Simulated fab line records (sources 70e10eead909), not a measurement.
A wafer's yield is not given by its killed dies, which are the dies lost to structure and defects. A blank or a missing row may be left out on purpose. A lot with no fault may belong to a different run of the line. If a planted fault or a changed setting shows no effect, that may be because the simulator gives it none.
fab line records | flow nandHarc | part 1 of 2: steps 1 to 29 of 38
[record] lots = 5 wafers = 15 lastDay = 22
route steps=1159 shown A_BONDPAD@1082 HYBRID_BOND@1094 THIN_TSV@1101
lots that met no fault: from a run of the same line without faults
startH: the number of hours between the record's first day and the start of the first shown wafer of the lot | waitH: how many hours have passed since the lot's step before this one | " the same as in the row above | L1.1+2: several wafers, shown together as one row | - either no value or no given start | * or withheld: withheld | < > ~ a bound
route shown NAME@n: NAME is a module with steps in the file, n the number in the route of the first one | usual: mean and standard deviation over wafers with no fault | same: alike in all rows | chamber/n: place in a boat | sites: the reading at each site | _std_site: standard deviation of those values | _edge_site: mean of outer sites minus mean of inner sites | radiusMm: how far each site lies from the wafer's centre | mask NAME#n: copy n | behind: the tool/chamber that last shaped the wafer | hold: why the lot went on hold/how many hours it stayed there/how the hold came to an end | device: which transistor (n, p or np) failed to switch | end of line: tests run on the same wafers once the route is complete | for a step that has no rows: nothing shown but its recipe | killed: count of dies lost to structure and defects at first sort (not the wafer's yield) | map: a wafer's dies, marking killed ones x, the rest . and places with no die _
set.NAME: the run value of the setting; set.NAME@STEP: its run value at that earlier step | model.NAME: the simulator's own value behind a step, which no gauge read
certain route steps with their lots: each step a table, each wafer a row
services: when a tool's chamber went out of use (startH, in hours from the record's first day, below 0 if earlier), for how many hours, and the reason
[[steps]]
[step NHARC_A_BONDPAD_DEGAS_25]
[recipe] tempC = 300 timeS = 60
[usual] heaterPowerW = 466/54
[same] timeS = 60
// columns lot.wafer tool chamber startH waitH heaterPowerW
L077.1 pvdSputter-03 - 414.35 - 447
L077.5 " - " " 441
L077.6 " - " " 509
L074.1 pvdSputter-01 - 419.07 - 551
L074.2 " - " " 383
L074.5 " - " " 474
L084.3 pvdSputter-01 - 459.82 - 490
L084.2 " - " " 541
L084.6 " - " " 478
L083.3 pvdSputter-03 - 470.52 - 517
L083.1 " - " " 445
L083.5 " - " " 418
L087.4 pvdSputter-02 - 486.88 - 445
L087.2 " - " " 378
L087.1 " - " " 507
[step NHARC_A_BONDPAD_PRE_CLEAN_26]
[recipe] timeS = 30 tempC = 280 gas = H2/He
[usual] heaterPowerW = 412/46
[same] timeS = 30
// columns lot.wafer tool chamber startH waitH heaterPowerW
L077.1 pvdSputter-03 - - - 388
L077.6 " - " " 386
L077.5 " - " " 393
L074.1 pvdSputter-01 - - - 435
L074.2 " - " " 430
L074.5 " - " " 335
L084.2 pvdSputter-01 - - - 425
L084.3 " - " " 431
L084.6 " - " " 343
L083.3 pvdSputter-03 - - - 399
L083.1 " - " " 369
L083.5 " - " " 471
L087.4 pvdSputter-02 - - - 389
L087.1 " - " " 330
L087.2 " - " " 442
[step NHARC_A_BONDPAD_PVD_17]
[recipe] targetThkA = 50 biasV = 168.6 powerW = 15000 chamberPressurePa = 0.12 timeS = 8.06 substrateTempC = 50 material = TaN
[usual] throttleValvePct = 29.8/0.68
[same] timeS = 8.06
// columns lot.wafer tool chamber startH waitH throttleValvePct
L077.1 pvdSputter-03 - - - 30.5
L077.5 " - " " 29.9
L077.6 " - " " 29.6
L074.2 pvdSputter-01 - - - 29.5
L074.1 " - " " 30.7
L074.5 " - " " 30.9
L084.2 pvdSputter-01 - - - 29.1
L084.3 " - " " 29.5
L084.6 " - " " 29.1
L083.3 pvdSputter-03 - - - 30.2
L083.1 " - " " 28.7
L083.5 " - " " 30.7
L087.1 pvdSputter-02 - - - 29.2
L087.4 " - " " 29.6
L087.2 " - " " 30.6
[step NHARC_A_BONDPAD_PVD_27]
[recipe] targetThkA = 300 chamberPressurePa = 5 powerW = 5000 substrateTempC = 30 timeS = 20.49 material = Cu
[usual] throttleValvePct = 29.8/0.65
[same] timeS = 20.49
// columns lot.wafer tool chamber startH waitH throttleValvePct
L077.1 pvdSputter-03 - - - 30.5
L077.6 " - " " 29.6
L077.5 " - " " 30.5
L074.2 pvdSputter-01 - - - 29.3
L074.1 " - " " 29.9
L074.5 " - " " 29.9
L084.3 pvdSputter-01 - - - 29.6
L084.2 " - " " 29.3
L084.6 " - " " 30.1
L083.1 pvdSputter-03 - - - 29.1
L083.3 " - " " 30.6
L083.5 " - " " 28.9
L087.2 pvdSputter-02 - - - 29.0
L087.1 " - " " 29.7
L087.4 " - " " 30.4
[step NHARC_A_BONDPAD_ECD_18]
[recipe] targetThkA = 4000 bathTempC = 25 material = Cu
// columns lot.wafer tool chamber startH waitH
L077.1+5+6 ecdCu-01 0,0,1 414.71 -
L074.1+2+5 ecdCu-02 1,0,1 419.43 -
L084.2+3+6 ecdCu-02 0,1,0 460.16 -
L083.1+3+5 ecdCu-01 1,0,1 471.21 -
L087.2+1+4 ecdCu-01 1,0,0 487.24 -
[step NHARC_A_BONDPAD_ANNEAL_28]
[recipe] tempC = 225 timeS = 90
[usual] wafer_temp_C_max = 226.0/0.34
[same] timeS = 90
// columns lot.wafer tool chamber startH waitH wafer_temp_C_max
L077.1 rtpAnneal-01 0 415.35 0.6 225.7
L077.5 " 0 " " 226.2
L077.6 " 0 " " 226.4
L074.1 rtpAnneal-01 0 419.80 - 225.8
L074.2 " 0 " " 226.0
L074.5 " 0 " " 226.2
L084.2 rtpAnneal-02 0 460.65 - 225.5
L084.3 " 0 " " 225.7
L084.6 " 0 " " 225.7
L083.1 rtpAnneal-02 0 471.54 0.3 226.0
L083.3 " 0 " " 225.6
L083.5 " 0 " " 225.7
L087.1 rtpAnneal-02 0 487.62 - 226.0
L087.2 " 0 " " 226.0
L087.4 " 0 " " 225.8
[step NHARC_A_BONDPAD_CMP_19]
[recipe] tOverpolishS = 30 cuRecessTouchS = 16 targetThkNm = 169.8
[usual] motorCurrentA = 12.2/1.4 overpolishRunS = 30.000/0.0095 slurryFlowMlMin = 150.0/0.46
// columns lot.wafer tool chamber startH waitH motorCurrentA overpolishRunS slurryFlowMlMin
L077.1 cmp-03 0 415.78 - 14.2 29.998 149.7
L077.5 " 2 " " 12.5 29.995 150.3
L077.6 " 3 " " 12.6 30.006 150.8
L074.2 cmp-04 2 420.15 - 9.0 30.012 150.3
L074.1 " 3 " " 13.3 29.989 150.0
L074.5 " 2 " " 9.2 29.989 149.7
L084.2 cmp-02 2 461.20 - 12.6 30.018 149.7
L084.3 " 3 " " 11.9 30.010 149.8
L084.6 " 3 " " 11.7 30.003 149.4
L083.3 cmp-04 0 471.89 - 12.0 29.997 150.5
L083.1 " 3 " " 13.0 30.000 150.1
L083.5 " 1 " " 13.5 29.994 150.8
L087.1 cmp-04 2 487.97 - 9.9 30.004 150.6
L087.4 " 0 " " 12.5 29.993 150.8
L087.2 " 1 " " 13.6 29.997 149.7
[step NHARC_A_BONDPAD_THK_MEAS_20]
[recipe] thkMeasGauge = xrf
[usual] thkNm = 169.3/1.8
// columns lot.wafer tool chamber startH waitH thkNm
L077.1 filmMetro-02 - 416.04 - 171.0
L077.5 " - " " 168.8
L077.6 " - " " 170.3
L074.1 filmMetro-02 - 420.48 - 165.1
L074.2 " - " " 166.3
L074.5 " - " " 168.2
L084.2 filmMetro-01 - 461.52 - 170.6
L084.3 " - " " 165.6
L084.6 " - " " 168.1
L083.1 filmMetro-01 - 472.21 - 168.3
L083.3 " - " " 167.8
L083.5 " - " " 170.2
L087.1 filmMetro-01 - 488.28 - 167.5
L087.2 " - " " 170.5
L087.4 " - " " 168.8
[step NHARC_A_BONDPAD_SRD_21]
[recipe] timeS = 30 tempC = 23 dryTimeS = 20 spinRpm = 1500
[usual] tempC = 23.00/0.1
[same] timeS = 30
// columns lot.wafer tool chamber startH waitH tempC
L077.6 wetBench-08 4 416.09 0.0 22.96
L077.5 " 5 " " 23.09
L077.1 " 7 " " 23.00
L074.5 wetBench-10 3 420.53 0.0 22.91
L074.2 " 5 " " 22.94
L074.1 " 6 " " 22.86
L084.3 wetBench-08 2 461.56 0.0 23.16
L084.2 " 3 " " 23.11
L084.6 " 4 " " 23.01
L083.5 wetBench-08 6 472.26 0.0 23.02
L083.1 " 7 " " 22.96
L083.3 " 2 " " 22.80
L087.1 wetBench-08 0 488.33 0.0 23.14
L087.4 " 1 " " 22.91
L087.2 " 4 " " 23.01
[step NHARC_A_BONDPAD_INSPECT_23]
[usual] rawDefectCount = 467/100
// columns lot.wafer tool chamber startH waitH rawDefectCount
L077.1 defectInspect-02 - 416.27 0.0 331
L077.5 " - " " 462
L077.6 " - " " 455
L074.1 defectInspect-01 - 420.68 0.0 448
L074.2 " - " " 332
L074.5 " - " " 482
L084.2 defectInspect-01 - 461.72 0.0 360
L084.3 " - " " 361
L084.6 " - " " 404
L083.1 defectInspect-02 - 472.41 0.0 435
L083.3 " - " " 625
L083.5 " - " " 596
L087.1 defectInspect-01 - 488.51 0.0 358
L087.2 " - " " 434
L087.4 " - " " 378
[step NHARC_HYBRID_BOND_ACTIVATE_00]
[recipe] timeS = 60 n2FlowSccm = 200 arFlowSccm = 0 biasPowerW = 0 chemistry = N2
[usual] drypumpMotorCurrentA = 5.7/0.59 mfcArSccm = 0.002/0.0066 oesProductAu = 1.002/0.014 rfVppV = 64.0/0.96 showerheadPlenumPTorr = 1.75/0.087
[same] timeS = 60
// columns lot.wafer tool chamber startH waitH drypumpMotorCurrentA mfcArSccm oesProductAu rfHoursCounterH rfVppV showerheadPlenumPTorr
L077.1 rieDiel-06 0 416.35 0.1 5.0 0 0.999 17 64.0 1.66
L077.6 " 3 " " 5.2 0 1.002 - 65.6 1.84
L077.5 " 0 " " 5.0 0 1.008 - 64.6 1.66
L074.1 rieDiel-08 0 420.74 0.1 6.2 0 1.009 39 63.9 1.75
L074.2 " 3 " " 6.5 0.007 1.017 38 63.5 1.67
L074.5 " 1 " " 6.0 0.020 1.003 - 63.8 1.70
L084.2 rieDiel-06 0 461.79 0.1 5.0 0 0.987 3 64.0 1.66
L084.3 " 1 " " 5.7 0 1.006 3 64.5 1.81
L084.6 " 0 " " 5.0 0 1.000 - 62.5 1.66
L083.3 rieDiel-06 1 472.49 0.1 5.7 0 0.979 5 63.9 1.81
L083.1 " 2 " " 6.5 0 1.018 6 63.4 1.65
L083.5 " 2 " " 6.5 0 1.018 - 63.2 1.65
L087.4 rieDiel-06 2 488.58 0.1 6.5 0 1.020 7 62.0 1.65
L087.1 " 3 " " 5.2 0 0.990 5 65.0 1.84
L087.2 " 0 " " 5.0 0 0.994 6 63.9 1.66
[step NHARC_HYBRID_BOND_PRECLEAN_01]
[recipe] timeS = 300 tempC = 23 chemistry = DIW
[usual] tempC = 22.99/0.11
[same] timeS = 300
// columns lot.wafer tool chamber startH waitH tempC
L077.1 wetBench-10 1 416.49 0.1 23.01
L077.6 " 3 " " 23.04
L077.5 " 5 " " 22.99
L074.5 wetBench-08 6 420.90 0.1 22.81
L074.1 " 0 " " 23.22
L074.2 " 3 " " 22.94
L084.3 wetBench-08 1 461.95 0.1 22.94
L084.6 " 2 " " 23.08
L084.2 " 5 " " 22.99
L083.1 wetBench-08 7 472.67 0.1 22.98
L083.5 " 0 " " 22.89
L083.3 " 1 " " 22.75
L087.1 wetBench-08 5 488.75 0.1 23.03
L087.4 " 6 " " 23.00
L087.2 " 7 " " 23.09
[step NHARC_HYBRID_BOND_SRD_02]
[recipe] timeS = 30 tempC = 23 dryTimeS = 20 spinRpm = 1500
[usual] tempC = 23.01/0.1
[same] timeS = 30
// columns lot.wafer tool chamber startH waitH tempC
L077.1 wetBench-10 1 - - 23.24
L077.6 " 3 " " 23.04
L077.5 " 5 " " 22.86
L074.5 wetBench-08 6 - - 23.11
L074.1 " 0 " " 23.06
L074.2 " 3 " " 23.21
L084.3 wetBench-08 1 - - 22.87
L084.6 " 2 " " 23.12
L084.2 " 5 " " 22.95
L083.1 wetBench-08 7 - - 23.00
L083.5 " 0 " " 22.97
L083.3 " 1 " " 23.10
L087.1 wetBench-08 5 - - 23.05
L087.4 " 6 " " 22.98
L087.2 " 7 " " 23.03
[step NHARC_HYBRID_BOND_BOND_03]
[recipe] tempC = 25
// columns lot.wafer tool chamber startH waitH
L077.1+5+6 waferBonder-01 0 417.55 -
L074.1+2+5 waferBonder-01 0 421.25 -
L084.2+3+6 waferBonder-01 0 462.34 -
L083.1+3+5 waferBonder-01 0 472.91 -
L087.1+2+4 waferBonder-01 0 488.97 -
[step NHARC_HYBRID_BOND_ANNEAL_04]
[recipe] tempC = 300 timeS = 7200 rampUpCPerMin = 5 rampDownCPerMin = 3 idleTempC = 100 pressureAtm = 1
[same] timeS = 7200
// columns lot.wafer tool chamber startH waitH
L077.1+5+6 furnace-03 0 419.72 2.0
L074.1+2+5 furnace-06 0 431.24 9.8
L084.2+3+6 furnace-05 0 470.12 7.6
L083.1+3+5 furnace-06 0 477.32 4.3
L087.1+2+4 furnace-05 0 493.56 4.4
[step NHARC_HYBRID_BOND_OVL_MEAS_05]
[usual] overlayXNm = 3/33 overlayYNm = -3/34
// columns lot.wafer tool chamber startH waitH overlayXNm overlayYNm
L077.1 overlay-01 - 424.39 0.4 43 -46
L077.5 " - " " 27 -22
L077.6 " - " " 55 31
L074.1 overlay-01 - 435.97 0.4 50 -15
L074.2 " - " " -15 91
L074.5 " - " " 11 -92
L084.2 overlay-02 - 474.83 0.4 -17 -25
L084.3 " - " " 49 -16
L084.6 " - " " 28 -16
L083.1 overlay-01 - 482.03 0.4 7 -55
L083.3 " - " " -80 -3
L083.5 " - " " -7 -32
L087.1 overlay-02 - 498.28 0.4 47 -30
L087.2 " - " " 0 -9
L087.4 " - " " -22 -54
[step NHARC_HYBRID_BOND_INSPECT_06]
[recipe] inspectInstrument = irVoid
[usual] rawDefectCount = 32/13
// columns lot.wafer tool chamber startH waitH rawDefectCount
L077.1 defectInspect-01 - 424.46 0.1 27
L077.5 " - " " 34
L077.6 " - " " 35
L074.1 defectInspect-02 - 436.04 0.1 13
L074.2 " - " " 17
L074.5 " - " " 22
L084.2 defectInspect-02 - 474.88 0.1 13
L084.3 " - " " 22
L084.6 " - " " 15
L083.1 defectInspect-01 - 482.08 0.0 35
L083.3 " - " " 55
L083.5 " - " " 47
L087.1 defectInspect-02 - 498.33 0.0 22
L087.2 " - " " 23
L087.4 " - " " 12
[step NHARC_THIN_TSV_GRIND_00]
[recipe] targetThkUm = 6
[usual] motorCurrentA = 11.999/0.023 slurryFlowMlMin = 150.0/0.43
// columns lot.wafer tool chamber startH waitH motorCurrentA slurryFlowMlMin
L077.1 grinder-01 0 428.17 3.7 12.003 150.5
L077.5 " 0 " " 11.996 150.0
L077.6 " 0 " " 11.969 149.4
L074.1 grinder-01 0 438.54 2.5 11.970 150.4
L074.2 " 0 " " 11.987 150.0
L074.5 " 0 " " 11.987 150.1
L084.2 grinder-01 0 475.23 0.3 11.996 149.6
L084.3 " 0 " " 11.992 150.1
L084.6 " 0 " " 12.014 150.0
L083.1 grinder-01 0 483.45 1.4 12.023 149.8
L083.3 " 0 " " 11.967 149.7
L083.5 " 0 " " 12.006 149.6
L087.1 grinder-01 0 498.49 0.1 11.976 149.9
L087.2 " 0 " " 11.979 150.1
L087.4 " 0 " " 11.999 150.7
[step NHARC_THIN_TSV_CMP_01]
[recipe] targetThkUm = 3
[usual] motorCurrentA = 12.3/1.4 slurryFlowMlMin = 150.0/0.47
// columns lot.wafer tool chamber startH waitH motorCurrentA slurryFlowMlMin
L077.1 cmp-03 0 429.46 1.1 14.7 150.0
L077.5 " 2 " " 12.3 149.6
L077.6 " 3 " " 12.7 150.6
L074.2 cmp-01 0 439.75 0.8 11.6 149.9
L074.1 " 3 " " 13.9 150.3
L074.5 " 0 " " 12.4 149.5
L084.2 cmp-04 1 476.25 0.8 13.9 150.1
L084.3 " 3 " " 13.3 150.1
L084.6 " 0 " " 11.7 150.6
L083.1 cmp-01 3 484.99 1.3 14.3 150.6
L083.3 " 1 " " 11.2 149.6
L083.5 " 3 " " 14.6 151.0
L087.1 cmp-01 2 499.75 1.1 10.5 150.2
L087.2 " 0 " " 11.3 149.9
L087.4 " 1 " " 11.5 149.2
[step NHARC_THIN_TSV_THK_MEAS_02]
[recipe] thkMeasGauge = ir
[usual] thkNm = 3005/180
// columns lot.wafer tool chamber startH waitH thkNm
L077.1 filmMetro-01 - 429.68 - 2751
L077.5 " - " " 2738
L077.6 " - " " 2990
L074.1 filmMetro-02 - 440.01 - 2770
L074.2 " - " " 3094
L074.5 " - " " 3017
L084.2 filmMetro-01 - 476.49 - 3133
L084.3 " - " " 3238
L084.6 " - " " 3080
L083.1 filmMetro-02 - 485.23 - 3085
L083.3 " - " " 3115
L083.5 " - " " 3025
L087.1 filmMetro-02 - 500.01 - 2856
L087.2 " - " " 2982
L087.4 " - " " 3434
[step NHARC_THIN_TSV_SRD_03]
// columns lot.wafer tool chamber startH waitH
L077.1+6+5 wetBench-08 1,2,4 429.72 0.0
L074.2+1+5 wetBench-08 0,4,5 440.05 0.0
L084.3+2+6 wetBench-08 6,1,3 476.53 0.0
L083.5+1+3 wetBench-10 5,6,7 485.27 0.0
L087.2+4+1 wetBench-10 6,7,1 500.05 0.0
[step NHARC_THIN_TSV_PRECLEAN_41]
[recipe] timeS = * tempC = 50 bathAgeMin = 0 chemistry = SC1
[usual] nh4ohFlowMLMin = 28.31/0.092 sc1H2o2EndMolL = 0.3697/0.00067 tempC = 50.01/0.11
[same] timeS = *
// columns lot.wafer tool chamber startH waitH nh4ohFlowMLMin sc1H2o2EndMolL tempC
L077.1 wetBench-08 1 429.77 0.0 28.35 0.3705 49.97
L077.6 " 2 " " 28.49 0.3698 50.11
L077.5 " 4 " " 28.35 0.3701 50.07
L074.2 wetBench-08 0 440.08 0.0 28.43 0.3701 50.04
L074.1 " 4 " " 28.43 0.3686 49.98
L074.5 " 5 " " 28.37 0.3705 49.97
L084.3 wetBench-08 6 476.58 0.0 28.44 0.3696 49.91
L084.2 " 1 " " 28.30 0.3685 50.09
L084.6 " 3 " " 28.31 0.3696 50.20
L083.5 wetBench-10 5 485.29 0.0 28.40 0.3701 50.04
L083.1 " 6 " " 28.34 0.3705 50.00
L083.3 " 7 " " 28.42 0.3698 49.76
L087.2 wetBench-10 6 500.07 0.0 28.45 0.3702 49.99
L087.4 " 7 " " 28.21 0.3699 49.97
L087.1 " 1 " " 28.32 0.3703 50.18
[step NHARC_THIN_TSV_SRD_42]
// columns lot.wafer tool chamber startH waitH
L077.1+6+5 wetBench-08 1,2,4 - -
L074.2+1+5 wetBench-08 0,4,5 - -
L084.3+2+6 wetBench-08 6,1,3 - -
L083.5+1+3 wetBench-10 5,6,7 - -
L087.2+4+1 wetBench-10 6,7,1 - -
[step NHARC_THIN_TSV_DEP_43]
[recipe] targetThkA = 13285 tempC = withheld pressureTorr = 6.5 rfW = 900 teosFlowSccm = 161.4 flowSccm = 2650 targetThkNm = 1328.5 gas = O2 material = SiO2
[usual] throttleValvePct = 15.9/0.5
// columns lot.wafer tool chamber startH waitH throttleValvePct
L077.1 pecvd-03 1 430.05 - 16.3
L077.5 " 0 " " 16.5
L077.6 " 1 " " 15.9
L074.1 pecvd-04 0 440.23 - 15.3
L074.2 " 1 " " 15.6
L074.5 " 1 " " 15.3
L084.2 pecvd-04 2 476.81 - 16.1
L084.3 " 0 " " 15.6
L084.6 " 2 " " 16.4
L083.1 pecvd-04 0 485.45 - 15.2
L083.3 " 2 " " 16.1
L083.5 " 0 " " 15.7
L087.1 pecvd-04 0 500.54 - 15.6
L087.2 " 1 " " 15.8
L087.4 " 1 " " 15.8
[step NHARC_THIN_TSV_DEHYDRATE_04]
[recipe] tempC = 150 timeS = 120
[usual] plateTempC = 149.95/0.14
[same] timeS = 120
// columns lot.wafer tool chamber startH waitH plateTempC
L077.1 lithoTrack-02 0 430.36 - 149.76
L077.5 " 0 " " 149.79
L077.6 " 0 " " 149.90
L074.1 lithoTrack-07 0 440.64 - 149.77
L074.2 " 0 " " 149.81
L074.5 " 0 " " 150.06
L084.2 lithoTrack-02 0 477.17 - 149.96
L084.3 " 0 " " 150.10
L084.6 " 0 " " 149.83
L083.1 lithoTrack-02 0 485.85 - 149.84
L083.3 " 0 " " 149.86
L083.5 " 0 " " 149.73
L087.1 lithoTrack-07 0 500.90 - 150.03
L087.2 " 0 " " 150.17
L087.4 " 0 " " 149.92
[step NHARC_THIN_TSV_HMDS_05]
[recipe] timeS = 30
[same] timeS = 30
// columns lot.wafer tool chamber startH waitH
L077.1+5+6 lithoTrack-02 0 - -
L074.1+2+5 lithoTrack-07 0 - -
L084.2+3+6 lithoTrack-02 0 - -
L083.1+3+5 lithoTrack-02 0 - -
L087.1+2+4 lithoTrack-07 0 - -
[step NHARC_THIN_TSV_COAT_06]
[recipe] spinRpm = *
// columns lot.wafer tool chamber startH waitH
L077.1+5+6 lithoTrack-02 0 - -
L074.1+2+5 lithoTrack-07 0 - -
L084.2+3+6 lithoTrack-02 0 - -
L083.1+3+5 lithoTrack-02 0 - -
L087.1+2+4 lithoTrack-07 0 - -
[step NHARC_THIN_TSV_SOFTBAKE_07]
[recipe] tempC = 122 timeS = 95
[usual] plateTempC = 122.02/0.14
[same] timeS = 95
// columns lot.wafer tool chamber startH waitH plateTempC
L077.1 lithoTrack-02 0 - - 121.79
L077.5 " 0 " " 122.02
L077.6 " 0 " " 121.94
L074.1 lithoTrack-07 0 - - 122.08
L074.2 " 0 " " 121.82
L074.5 " 0 " " 122.14
L084.2 lithoTrack-02 0 - - 122.34
L084.3 " 0 " " 122.35
L084.6 " 0 " " 122.10
L083.1 lithoTrack-02 0 - - 122.16
L083.3 " 0 " " 122.16
L083.5 " 0 " " 121.90
L087.1 lithoTrack-07 0 - - 121.99
L087.2 " 0 " " 121.89
L087.4 " 0 " " 121.99
[step NHARC_THIN_TSV_EBR_08]
// columns lot.wafer tool chamber startH waitH
L077.1+5+6 lithoTrack-02 0 - -
L074.1+2+5 lithoTrack-07 0 - -
L084.2+3+6 lithoTrack-02 0 - -
L083.1+3+5 lithoTrack-02 0 - -
L087.1+2+4 lithoTrack-07 0 - -
